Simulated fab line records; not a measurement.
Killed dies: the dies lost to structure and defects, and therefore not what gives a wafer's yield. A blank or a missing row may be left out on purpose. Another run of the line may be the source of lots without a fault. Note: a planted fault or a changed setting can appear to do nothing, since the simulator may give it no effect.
Split-lot experiment | flow n5Finfet | 21 wafers read across 7 lots, on a route 1938 steps long

ABOUT THE SPLIT
At N5_BEOL_M6_COAT_22 (resist thk 30 nm), the setting spinRpm was moved away from the recipe's 1500 rpm on 11 of the 21 wafers read, by -10.5% to +10.8%. For the rest of the wafers, this setting stayed at what the recipe calls for.

FROM THE SPLIT TO THE READING: what the file shows between them, 2 steps
- N5_BEOL_M6_EBR_24
- N5_BEOL_M6_SOFTBAKE_23: time 60 s

THE READING
CAR-EUV_of_BEOL_M6_COAT_22.thkNm (the simulator's own value, which no gauge read), in nm, at N5_BEOL_M6_DESCUM_33 (chemistry O2, time 7 s). The file gives no usual value for it. Here, 10 wafers ran the recipe; their average is 26.0 nm with a standard deviation of 0.08 nm.

wafer  | tool, chamber at the split | spinRpm as run, rpm | against the recipe | CAR-EUV_of_BEOL_M6_COAT_22.thkNm, nm | against lot-mates on the recipe
L074.1 | lithoTrack-02, 0           | 1500                | recipe             | 26                                   | -
L074.4 | lithoTrack-02, 0           | 1587                | +5.8%              | 25                                   | -1.0
L074.5 | lithoTrack-02, 0           | 1587                | +5.8%              | 25.2                                 | -0.8
L076.1 | lithoTrack-03, 0           | 1500                | recipe             | 26                                   | -
L076.2 | lithoTrack-03, 0           | 1500                | recipe             | 26                                   | -
L076.3 | lithoTrack-03, 0           | 1500                | recipe             | 26                                   | -
L077.1 | lithoTrack-05, 0           | 1500                | recipe             | 26.2                                 | -
L077.3 | lithoTrack-05, 0           | 1500                | recipe             | 26.2                                 | -
L077.6 | lithoTrack-05, 0           | 1342                | -10.5%             | 27.8                                 | +1.6
L078.2 | lithoTrack-03, 0           | 1662                | +10.8%             | 24.6                                 | -1.4
L078.3 | lithoTrack-03, 0           | 1500                | recipe             | 26                                   | -
L078.6 | lithoTrack-03, 0           | 1662                | +10.8%             | 24.4                                 | -1.6
L081.1 | lithoTrack-03, 0           | 1500                | recipe             | 26                                   | -
L081.3 | lithoTrack-03, 0           | 1544                | +2.9%              | 25.6                                 | -0.4
L081.4 | lithoTrack-03, 0           | 1544                | +2.9%              | 25.6                                 | -0.4
L085.1 | lithoTrack-02, 0           | 1596                | +6.4%              | 25.2                                 | -0.8
L085.4 | lithoTrack-02, 0           | 1500                | recipe             | 26                                   | -
L085.5 | lithoTrack-02, 0           | 1500                | recipe             | 26                                   | -
L088.1 | lithoTrack-03, 0           | 1570                | +4.7%              | 25.4                                 | no lot-mate on the recipe
L088.2 | lithoTrack-03, 0           | 1570                | +4.7%              | 25.4                                 | no lot-mate on the recipe
L088.3 | lithoTrack-03, 0           | 1570                | +4.7%              | 25.4                                 | no lot-mate on the recipe

THE FIT
A straight line over all 21 wafers: CAR-EUV_of_BEOL_M6_COAT_22.thkNm changes by -0.151 nm for each +1% of spinRpm; r = -0.99; the points scatter about the line by 0.095 nm.
The same after taking each lot's own level away (the mean of its wafers on the recipe; 18 wafers): -0.144 nm for each +1%; r = -1.00; scatter 0.068 nm.
The reading moves by 1.6 nm for the largest change in spinRpm, on that fit.
Measured against the standard deviation above, the lots' own levels, which go from 26.00 to 26.20 nm, span 2.5 times it.
The two slopes agree, so the slope changes little with the lot-to-lot level.
Check: for one of the wafers moved furthest among these (+10.8%), held out of the fit, the line's prediction against its lot-mates is -1.59 nm. Against them it came out at -1.4 nm.

ADDITIONAL SPLITS CARRIED BY THESE WAFERS
These wafers also went through other splits before the reading. Each is held against what the fit with the lots' levels taken away leaves over:
other split on the same wafers | wafers away from the commonest value | r with CAR-EUV_of_BEOL_M6_COAT_22.thkNm (lot level and that fit taken away)
N5_BEOL_M5_ETCH_72 sourceW     | 5                                    | +0.34
N5_BEOL_M5_COAT_74 spinRpm     | 8                                    | +0.13
N5_BEOL_M5_ETCH_68 timeS       | 7                                    | -0.34
N5_BEOL_M5_ETCH_41 sourceW     | 6                                    | -0.38
N5_BEOL_M6_ETCH_62 timeS       | 8                                    | +0.26

THE WHOLE CHAIN: every reading that the file lists as answering this split, in the file's order
step                 | what it does           | reading                                                                           | change (the file's fit)               | r (the file's)
N5_BEOL_M6_COAT_22   | resist thk 30 nm       | CAR-EUV_of_BEOL_M6_COAT_22.thkNm (the simulator's own value, which no gauge read) | -0.146 nm for each +1% of the setting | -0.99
N5_BEOL_M6_DESCUM_33 | chemistry O2, time 7 s | CAR-EUV_of_BEOL_M6_COAT_22.thkNm (the simulator's own value, which no gauge read) | -0.143 nm for each +1% of the setting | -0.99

THE FILE'S OWN FIT
CAR-EUV_of_BEOL_M6_COAT_22.thkNm changes by -0.143 nm for each +1% of spinRpm, r = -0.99.
